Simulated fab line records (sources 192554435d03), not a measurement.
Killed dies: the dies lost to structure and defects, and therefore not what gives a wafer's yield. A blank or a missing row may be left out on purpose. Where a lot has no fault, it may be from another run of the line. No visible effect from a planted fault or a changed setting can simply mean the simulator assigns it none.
Comparing a struck lot with a sound one | flow n5 finfet | 15 out of 1938 route steps
Sound: these wafers, L370.3, L370.5, L370.6. Struck: wafers L372.1, L372.6. (L372.5 of the same lot was not struck and is left out.) The cause comes at the end.
For every step that has rows: the tool of each side, followed by ch and its chambers, followed by its first start. Under that, the readings that differ: sound wafers | struck wafers | difference of the means | sigmas: that difference in standard deviations of wafers without a fault.
alike: readings whose means differ by less than 2 such deviations, and words and numbers that are the same on both sides. not compared: withheld readings, readings that some wafer has no value for, bounds like >300 that may hide the same value, and numbers for which the record gives no deviation and whose values overlap.
A row with sigmas, a row that says differs or no value, or rows on one side alone: a step with any of these is where the two part. Numbers that have no deviation but don't overlap get no sigmas and don't part them. A reading missing from all wafers of one side parts the sides only when that side holds two or more wafers.

first, 3 steps without rows for these wafers: N5_SDB_PRECLEAN_38 (cleans in dHF, time 10 s); N5_SDB_PRECLEAN_39 (cleans in O3/DIW, time 45 s); N5_SDB_SRD_28 (time 30 s).
N5_SDB_ALD_29: deposits SiNx, target thk 30 nm, pulse time 1 s, ald cycles 600.
  sound on ald sin-04 ch 0,1,3, day 4 06:26; struck on ald sin-01 ch 0,1, day 4 10:47
  alike: chamber pressure Torr, heater power outer w, heater power w, precursor pulse height rel
N5_SDB_CMP_30: polishes, stops on poly-Si, t overpolish 1.54 s, target thk 30 nm.
  sound on cmp-03 ch 0,1, day 4 09:13; struck on cmp-01 ch 3, day 4 13:32
  reading             | sound          | struck    | difference | sigmas
  motor current A (A) | 13.9 13.2 12.6 | 15.9 15.5 | +2.5       | +2
  alike: overpolish run s, time to endpoint s
N5_SDB_THK_MEAS_31:
  sound: film metro-01 at day 4 09:31; struck: film metro-01 at day 4 13:50
  alike: SDB_THK
N5_SDB_INSPECT_36: inspects for defects (darkfield).
  sound: defect inspect-02 at day 4 09:32; struck: defect inspect-02 at day 4 13:52
  alike: raw defect count
N5_DUMMY_REMOVAL_HM_STRIP_01: strips SiNx in CH3F/O2, stops on poly-Si, target depth 4 nm, time 6.8 s.
  sound on rie diel-05 ch 0,2,3, day 4 09:43; struck on rie diel-03 ch 0,2, day 4 13:53
  alike: CH3F_flow_sccm, O2_flow_sccm, drypump motor current A, oes product au, rf vpp V, showerhead plenum p Torr, throttle valve pct
  not compared: rf hours counter h
N5_DUMMY_REMOVAL_STRIP_10: strips in N2/H2, time 40 s.
  sound on rie diel-05 ch 0,2,3, day 4 09:44; struck on rie diel-03 ch 0,2, day 4 13:56
  alike: bias power w, drypump motor current A, oes product au, rf vpp V, showerhead plenum p Torr, throttle valve pct
  not compared: rf hours counter h
then, 2 steps without rows for these wafers: N5_DUMMY_REMOVAL_PRECLEAN_07 (cleans in dHF, time 30 s); N5_DUMMY_REMOVAL_DUMMY_REMOVE_02 (chemistry TMAH, target poly-Si, stops on SiO2, target depth 142 nm, time 57 s, rinse time 30 s).
N5_DUMMY_REMOVAL_INSPECT_06: inspects for defects (brightfield).
  sound: defect inspect-02 at day 4 09:55; struck: defect inspect-01 at day 4 14:05
  alike: raw defect count
N5_DUMMY_REMOVAL_PRECLEAN_08: cleans in NF3:NH3, afs cycles 2, time 20 s, sublimation time 60 s.
  sound on remote plasma-01 ch 0, day 4 10:00; struck on remote plasma-01 ch 1, day 4 14:08
  reading    | sound    | struck        | difference | sigmas
  time s (s) | 20 20 20 | 24.357 24.357 | +4.357     |
then, 1 step without rows for these wafers: N5_DUMMY_REMOVAL_PRECLEAN_04 (cleans in DHF, time 37 s).
-- here the record skips 4 days between the struck wafers' starts before and after, leaving off in module DUMMY_REMOVAL and picking up in module BEOL_M4 (first step shown: number 1111 of the route) --
N5_BEOL_M4_RC_MEAS_101:
  sound on prober-01 ch 0, day 8 02:57; struck on prober-02 ch 0, day 8 13:46
  alike: DIBL_N, DIBL_P, IOFF_N, IOFF_P, ION_N, ION_P, SS_N, SS_P, VT_N, VT_P

## WHERE THEY PART
Within this record, at N5_SDB_CMP_30 only. Later steps at which nothing parts them and some readings are alike: N5_SDB_THK_MEAS_31, N5_SDB_INSPECT_36, N5_DUMMY_REMOVAL_HM_STRIP_01, N5_DUMMY_REMOVAL_STRIP_10, N5_DUMMY_REMOVAL_INSPECT_06, N5_BEOL_M4_RC_MEAS_101.

WHY: the cause the simulator had injected
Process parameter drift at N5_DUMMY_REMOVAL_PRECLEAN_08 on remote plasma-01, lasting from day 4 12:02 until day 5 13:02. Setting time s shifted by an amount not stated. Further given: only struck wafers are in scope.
